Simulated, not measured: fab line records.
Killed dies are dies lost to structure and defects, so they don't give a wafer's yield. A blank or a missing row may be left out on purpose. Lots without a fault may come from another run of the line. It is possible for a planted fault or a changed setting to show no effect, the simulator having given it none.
Comparing a struck lot with a sound one ; flow nand harc ; 20 out of 1302 route steps
Sound: these wafers, L944.2, L944.4, L944.6. Wafers L951.1, L951.2, L951.4 were the ones struck. At the end, the cause is stated.
For every step that has rows: the tool of each side, followed by ch and its chambers, followed by its first start. Under that, the readings that differ: sound wafers ; struck wafers ; difference of the means ; sigmas: that difference in standard deviations of wafers without a fault.
alike: same words and numbers on both sides, and readings whose means sit less than 2 such deviations apart. not compared: any withheld reading, any reading some wafer has no value for, any bound like >300 that may hide the same value, and any number with overlapping values for which the record gives no deviation.
A row with sigmas, a row that says differs or no value, or rows on one side alone: a step with any of these is where the two part. When numbers do not overlap yet have no deviation, they are printed without sigmas and do not part them. A reading that every wafer of one side lacks parts them only if that side has two wafers or more.

NHARC_P_ZERO_WELL_CD_MEAS_37: target cd 720 nm.
  sound on cd sem-01 ch 0, day 4 22:41; struck on cd sem-02 ch 0, day 7 20:10
  alike: cd nm
then, 1 step without rows for these wafers: NHARC_P_ZERO_WELL_HARDBAKE_38 (time 80 s).
NHARC_P_ZERO_WELL_DESCUM_39: chemistry O2, time 3 s.
  sound on rie diel-10 ch 0,1, day 4 22:50; struck on rie diel-09 ch 0,2, day 7 20:19
  alike: drypump motor current A, oes product au, rf vpp V, showerhead plenum p Torr, throttle valve pct
  not compared: rf hours counter h
then, 9 steps without rows for these wafers: NHARC_P_ZERO_WELL_IMPLANT_40; NHARC_P_ZERO_WELL_IMPLANT_59; NHARC_P_ZERO_WELL_IMPLANT_60; NHARC_P_ZERO_WELL_STRIP_41 (strips in SPM, time 840 s); NHARC_P_ZERO_WELL_DEHYDRATE_44 (time 120 s); NHARC_P_ZERO_WELL_HMDS_45 (time 30 s); NHARC_P_ZERO_WELL_COAT_46; NHARC_P_ZERO_WELL_SOFTBAKE_47 (time 95 s); NHARC_P_ZERO_WELL_EBR_48.
NHARC_P_ZERO_WELL_EXPOSE_49: exposes mask P HVPW, target cd 2000 nm.
  sound on krf scanner-04 ch 0, day 5 00:11; struck on krf scanner-02 ch 0, day 7 21:32
reading;sound;struck;difference;sigmas
mask;P_HVPW#0 P_HVPW#0 P_HVPW#0;P_HVPW_R1#0 P_HVPW_R1#0 P_HVPW_R1#0;differs;
  alike: exposure dose mJ cm2
then, 2 steps without rows for these wafers: NHARC_P_ZERO_WELL_PEB_50 (peb time 85 s); NHARC_P_ZERO_WELL_DEVELOP_51 (time 70 s).
NHARC_P_ZERO_WELL_CD_MEAS_52: target cd 2000 nm.
  sound on cd sem-03 ch 0, day 5 00:20; struck on cd sem-01 ch 0, day 7 21:42
reading;sound;struck;difference;sigmas
cd nm (nm);2000.7 1998.0 1998.6;1810.7 1810.3 1813.4;-187.6;-99 or more
then, 1 step without rows for these wafers: NHARC_P_ZERO_WELL_HARDBAKE_53 (time 80 s).
NHARC_P_ZERO_WELL_DESCUM_54: chemistry O2, time 3 s.
  sound on rie diel-03 ch 0,2,3, day 5 00:29; struck on rie diel-03 ch 0,3, day 7 21:52
reading;sound;struck;difference;sigmas
model.P_ZERO_WELL.cd nm (nm);2001 1998 1998;1810 1810 1813;-188;
  alike: drypump motor current A, oes product au, rf vpp V, showerhead plenum p Torr, throttle valve pct
  not compared: rf hours counter h
next, for these wafers, 1 step has no rows: NHARC_P_ZERO_WELL_IMPLANT_55.
-- jump in the record: it breaks off in module P_ZERO_WELL and resumes in module END (first step shown: number 1302 of the route), and 22 days separate the struck wafers' starts before and after --
NHARC_END_SORT_01:
  sound on prober-02 ch 0, day 27 12:34; struck on prober-01 ch 0, day 30 09:08
  alike: killed at array, killed at other, killed at periphery, killed dies, killed open, killed short

== WHERE THEY PART ==
First at NHARC_P_ZERO_WELL_EXPOSE_49; last, within this record, at NHARC_P_ZERO_WELL_CD_MEAS_52. Later steps at which nothing parts them and some readings are alike: NHARC_P_ZERO_WELL_DESCUM_54, NHARC_END_SORT_01.

WHY: whatever the simulator had introduced
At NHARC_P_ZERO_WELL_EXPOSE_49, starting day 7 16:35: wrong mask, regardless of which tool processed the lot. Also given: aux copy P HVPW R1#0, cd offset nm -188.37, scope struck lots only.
